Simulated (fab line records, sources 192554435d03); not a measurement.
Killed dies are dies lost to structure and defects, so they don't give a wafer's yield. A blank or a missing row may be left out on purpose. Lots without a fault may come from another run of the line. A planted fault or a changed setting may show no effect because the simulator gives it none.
Which tool did it? | flow n5_finfet | 8 lots, 21 wafers sampled, at 8 steps of a route of 1938

WHAT THE GAUGES READ, wafer by wafer
N5_BEOL_M4_OCD_MEAS_38.
lot  | measured     | on     | trench_depth_nm (nm)
L342 | day 7 23:48  | ocd-02 | 58.2 54.4
L345 | day 9 06:45  | ocd-01 | 56.0 56.8 55.9
L346 | day 9 07:09  | ocd-02 | 56.4 58.7 55.7
L357 | day 12 08:11 | ocd-02 | 56.0 58.4 34.6
L359 | day 12 12:30 | ocd-02 | 56.2 33.6 34.5
L360 | day 13 08:16 | ocd-02 | 56.4 55.0
L362 | day 13 12:55 | ocd-01 | 57.8 56.0
L363 | day 13 16:13 | ocd-02 | 55.2 55.7 57.5

N5_BEOL_M4_THK_MEAS_53: measures by xrf.
lot  | measured     | on            | M4_THK (nm)
L342 | day 8 03:55  | film_metro-02 | 45.0 40.7
L345 | day 9 10:25  | film_metro-02 | 43.4 42.3 42.9
L346 | day 9 12:08  | film_metro-02 | 41.7 43.3 42.4
L357 | day 12 12:25 | film_metro-02 | 42.1 44.7 20.1
L359 | day 12 16:01 | film_metro-01 | 42.7 18.8 19.4
L360 | day 13 11:46 | film_metro-01 | 42.0 40.0
L362 | day 13 17:11 | film_metro-02 | 43.1 42.8
L363 | day 13 21:11 | film_metro-02 | 39.4 40.8 43.3

N5_BEOL_M4_RS_MEAS_58: measures by four-point-probe.
lot  | measured     | on            | M4_RS (ohm/sq)
L342 | day 8 04:10  | film_metro-02 | 0.60 0.69
L345 | day 9 10:40  | film_metro-02 | 0.63 0.65 0.64
L346 | day 9 12:26  | film_metro-02 | 0.66 0.63 0.64
L357 | day 12 12:42 | film_metro-01 | 0.66 0.61 1.80
L359 | day 12 16:19 | film_metro-01 | 0.64 1.94 1.86
L360 | day 13 12:02 | film_metro-01 | 0.66 0.70
L362 | day 13 17:41 | film_metro-01 | 0.63 0.64
L363 | day 13 21:26 | film_metro-02 | 0.71 0.67 0.62

N5_BEOL_M4_RC_MEAS_101.
lot  | measured     | on        | DIBL_N (mV/V)  | DIBL_P (mV/V)  | IOFF_N (nA/um)    | IOFF_P (nA/um) | ION_N (uA/um) | ION_P (uA/um) | SERP_M4 (ohm/um) | SERP_M4_max_site (ohm/um) | SS_N (mV/dec)  | SS_P (mV/dec)  | VT_N (mV)   | VT_P (mV)
L342 | day 8 04:13  | prober-01 | 32.7 35.3      | 32.0 35.6      | 0.112 0.149       | 0.15 0.19      | 668 671       | 454 462       | 175 190          | 188 208                   | 70.4 71.5      | 72.0 72.9      | 253 249     | -257 -253
L345 | day 9 10:43  | prober-02 | 37.8 38.3 40.5 | 37.0 36.7 40.7 | 0.155 0.152 0.222 | 0.22 0.22 0.30 | 679 662 699   | 473 469 477   | 173 177 187      | 182 186 202               | 71.5 71.8 72.4 | 73.6 73.4 74.5 | 251 253 246 | -249 -248 -244
L346 | day 9 12:29  | prober-01 | 37.1 37.2 36.6 | 36.7 35.5 35.7 | 0.159 0.166 0.150 | 0.21 0.20 0.19 | 679 671 683   | 467 459 461   | 196 184 201      | 219 193 208               | 72.0 72.2 71.2 | 73.0 72.8 72.2 | 250 247 249 | -252 -250 -250
L357 | day 12 12:45 | prober-02 | 34.3 33.1      | 35.0 34.0      | 0.128 0.112       | 0.18 0.17      | 662 660       | 465 458       | 220 186          | 229 198                   | 71.2 71.3      | 72.5 72.6      | 253 255     | -251 -252
L359 | day 12 16:40 | prober-02 | 35.7 38.5 37.5 | 34.2 38.1 35.7 | 0.147 0.206 0.178 | 0.22 0.27 0.23 | 666 692 697   | 458 471 476   | 171 486 475      | 181 545 500               | 71.0 72.0 71.6 | 72.6 74.1 73.1 | 250 245 249 | -248 -246 -250
L360 | day 13 12:14 | prober-01 | 33.4 32.2      | 31.5 30.3      | 0.118 0.107       | 0.16 0.15      | 669 668       | 455 461       | 191 208          | 198 228                   | 71.0 69.9      | 72.4 72.7      | 252 255     | -255 -254
L362 | day 13 18:03 | prober-01 | 36.7 35.5      | 35.4 34.4      | 0.172 0.151       | 0.21 0.20      | 682 684       | 463 465       | 189 194          | 195 205                   | 71.5 71.0      | 73.3 73.7      | 247 246     | -250 -248
L363 | day 13 21:29 | prober-02 | 36.5 35.6 36.0 | 36.4 35.2 35.8 | 0.155 0.144 0.139 | 0.19 0.16 0.17 | 671 678 670   | 453 456 452   | 202 171 177      | 213 185 190               | 72.0 71.4 71.6 | 73.5 73.4 73.5 | 250 251 249 | -254 -257 -253

WHICH TOOL RAN EACH LOT (tool, then ch and the chambers of the sampled wafers, then the start)
lot  | N5_BEOL_M4_DESCUM_33               | N5_BEOL_M4_TRENCH_ETCH_37          | N5_BEOL_M4_ETCH_41                            | N5_BEOL_M4_SURFACE_TREAT_85
L342 | rie_diel-02 ch 0,3, day 7 21:22    | rie_diel-06 ch 0,3, day 7 23:38    | rie_diel-06 ch 0,3, day 7 23:48 or earlier    | pvd_sputter-01, day 8 01:07
L345 | rie_diel-06 ch 1,2, day 9 04:37    | rie_diel-02 ch 0,3, day 9 06:36    | rie_diel-02 ch 0,3, day 9 06:45 or earlier    | pvd_sputter-03, day 9 07:30
L346 | rie_diel-03 ch 0,3, day 9 05:52    | rie_diel-06 ch 1,3, day 9 07:00    | rie_diel-06 ch 1,3, day 9 07:09 or earlier    | pvd_sputter-02, day 9 07:40
L357 | rie_diel-06 ch 1,2,3, day 12 02:37 | rie_diel-06 ch 0,1,3, day 12 08:02 | rie_diel-06 ch 0,1,3, day 12 08:11 or earlier | pvd_sputter-02, day 12 09:23
L359 | rie_diel-02 ch 0,1,2, day 12 09:36 | rie_diel-06 ch 1,2, day 12 12:21   | rie_diel-06 ch 1,2, day 12 12:30 or earlier   | pvd_sputter-03, day 12 13:09
L360 | rie_diel-06 ch 2,3, day 13 01:43   | rie_diel-02 ch 0,3, day 13 08:07   | rie_diel-02 ch 0,3, day 13 08:16 or earlier   | pvd_sputter-02, day 13 08:56
L362 | rie_diel-03 ch 1,2, day 13 06:48   | rie_diel-02 ch 1,2, day 13 12:46   | rie_diel-02 ch 1,2, day 13 12:55 or earlier   | pvd_sputter-02, day 13 13:32
L363 | rie_diel-02 ch 0,1,2, day 13 14:35 | rie_diel-02 ch 0,2,3, day 13 16:04 | rie_diel-02 ch 0,2,3, day 13 16:13 or earlier | pvd_sputter-03, day 13 16:58
- N5_BEOL_M4_DESCUM_33: chemistry O2, time 7 s.
- N5_BEOL_M4_TRENCH_ETCH_37: etches SiOC in C4F6/O2, target depth 55.555 nm, time 29.2 s.
- N5_BEOL_M4_ETCH_41: etches SiCN in CH3F/O2, target depth 29.9 nm, time 52.5 s.
- N5_BEOL_M4_SURFACE_TREAT_85

WHAT THE TOOLS THEMSELVES READ (means of the sampled wafers that have a number; where no wafer has one, the mark that the record gives instead)
N5_BEOL_M4_DESCUM_33.
lot  | tool        | drypump_motor_current_A (A) | oes_product_au (a.u.) | rf_fwd_power_W (W) | rf_vpp_V (V) | showerhead_plenum_p_Torr (Torr) | throttle_valve_pct (%)
L342 | rie_diel-02 | 5.7                         | 0.90                  | 49.40              | 242.5        | 2.08                            | 20.34
L345 | rie_diel-06 | 5.5                         | 0.83                  | 49.42              | 243.1        | 2.10                            | 20.14
L346 | rie_diel-03 | 5.8                         | 0.83                  | 49.43              | 242.7        | 2.12                            | 20.44
L357 | rie_diel-06 | 5.7                         | 0.79                  | 49.65              | 243.2        | 2.11                            | 20.21
L359 | rie_diel-02 | 5.9                         | 0.92                  | 49.46              | 242.5        | 2.07                            | 20.25
L360 | rie_diel-06 | 5.4                         | 0.82                  | 49.26              | 244.9        | 2.15                            | 20.07
L362 | rie_diel-03 | 5.6                         | 0.85                  | 49.57              | 245.1        | 2.22                            | 20.53
L363 | rie_diel-02 | 5.9                         | 0.91                  | 49.35              | 242.9        | 2.06                            | 20.26

N5_BEOL_M4_TRENCH_ETCH_37.
lot  | tool        | drypump_motor_current_A (A) | oes_product_au (a.u.) | rf_fwd_power_W (W) | rf_vpp_V (V) | showerhead_plenum_p_Torr (Torr) | throttle_valve_pct (%)
L342 | rie_diel-06 | 6.0                         | 0.85                  | 352.1              | 674          | 3.00                            | 20.48
L345 | rie_diel-02 | 5.4                         | 0.84                  | 349.6              | 659          | 2.85                            | 20.74
L346 | rie_diel-06 | 6.0                         | 0.80                  | 351.2              | 665          | 2.83                            | 20.77
L357 | rie_diel-06 | 6.0                         | 0.73                  | 351.7              | 670          | 2.90                            | 20.62
L359 | rie_diel-06 | 5.4                         | 0.68                  | 351.8              | 665          | 2.84                            | 20.57
L360 | rie_diel-02 | 5.7                         | 0.80                  | 349.8              | 658          | 2.83                            | 20.90
L362 | rie_diel-02 | 5.7                         | 0.92                  | 350.6              | 674          | 2.84                            | 20.56
L363 | rie_diel-02 | 5.7                         | 0.85                  | 349.0              | 662          | 2.81                            | 20.81

N5_BEOL_M4_ETCH_41.
lot  | tool        | drypump_motor_current_A (A) | oes_product_au (a.u.) | rf_fwd_power_W (W) | rf_vpp_V (V) | showerhead_plenum_p_Torr (Torr) | throttle_valve_pct (%)
L342 | rie_diel-06 | 5.9                         | 0.86                  | 391.7              | 299.6        | 2.11                            | 15.96
L345 | rie_diel-02 | 5.4                         | 0.84                  | 389.9              | 297.3        | 2.01                            | 16.17
L346 | rie_diel-06 | 6.0                         | 0.80                  | 392.0              | 297.6        | 1.99                            | 16.23
L357 | rie_diel-06 | 6.0                         | 0.80                  | 394.2              | 298.4        | 2.04                            | 16.12
L359 | rie_diel-06 | 5.4                         | 0.81                  | 392.0              | 297.6        | 1.99                            | 16.06
L360 | rie_diel-02 | 5.7                         | 0.81                  | 389.2              | 297.5        | 1.98                            | 16.33
L362 | rie_diel-02 | 5.7                         | 0.92                  | 390.6              | 297.8        | 2.00                            | 15.97
L363 | rie_diel-02 | 5.7                         | 0.85                  | 390.8              | 297.2        | 1.97                            | 16.23

THE ANSWER, worked out from the rows above alone
Rule: what is usual is taken from the lots themselves. Put in order of their means at a reading, lots are off if they are a third of the lots or fewer, leave a main group of 4 or more, and stand apart from it by a gap of 3 or more times the standard deviation of the main group's means; of several such gaps the widest counts. A main group whose means are all the same, to the digits that the tables above print for the reading, isn't used. A lot without any number at a reading at which 4 lots or more have one is off too. The other lots that the step has rows for count as sound. The gauges are gone through in route order, then the tools' own readings, and for those a lot's mean is taken as printed above. The first step at which some lot is off is used, and at that step the reading that is off furthest; a lot without a number counts as furthest.
Off: L357, L359, at N5_BEOL_M4_OCD_MEAS_38 (trench_depth_nm). The main group: mean 56.4 nm, standard deviation 0.43.
A tool fits if, at a process step before that reading, it ran every lot that is off, and no sound lot after the first of them. The gauges at N5_BEOL_M4_OCD_MEAS_38 aren't tried: what is off there is off at N5_BEOL_M4_THK_MEAS_53 too, on other tools, and a gauge's error can't cause that. N5_BEOL_M4_ETCH_41 gives no start for some lots, so the hours and the order of its lots are those of N5_BEOL_M4_OCD_MEAS_38. One fits: rie_diel-06 at N5_BEOL_M4_TRENCH_ETCH_37 and N5_BEOL_M4_ETCH_41. At N5_BEOL_M4_TRENCH_ETCH_37 its last sound lot is L346 (day 9 07:00), its first lot that is off L357 (day 12 08:02): a fault that began between those two fits.

WHAT THE SIMULATOR HAD PUT IN
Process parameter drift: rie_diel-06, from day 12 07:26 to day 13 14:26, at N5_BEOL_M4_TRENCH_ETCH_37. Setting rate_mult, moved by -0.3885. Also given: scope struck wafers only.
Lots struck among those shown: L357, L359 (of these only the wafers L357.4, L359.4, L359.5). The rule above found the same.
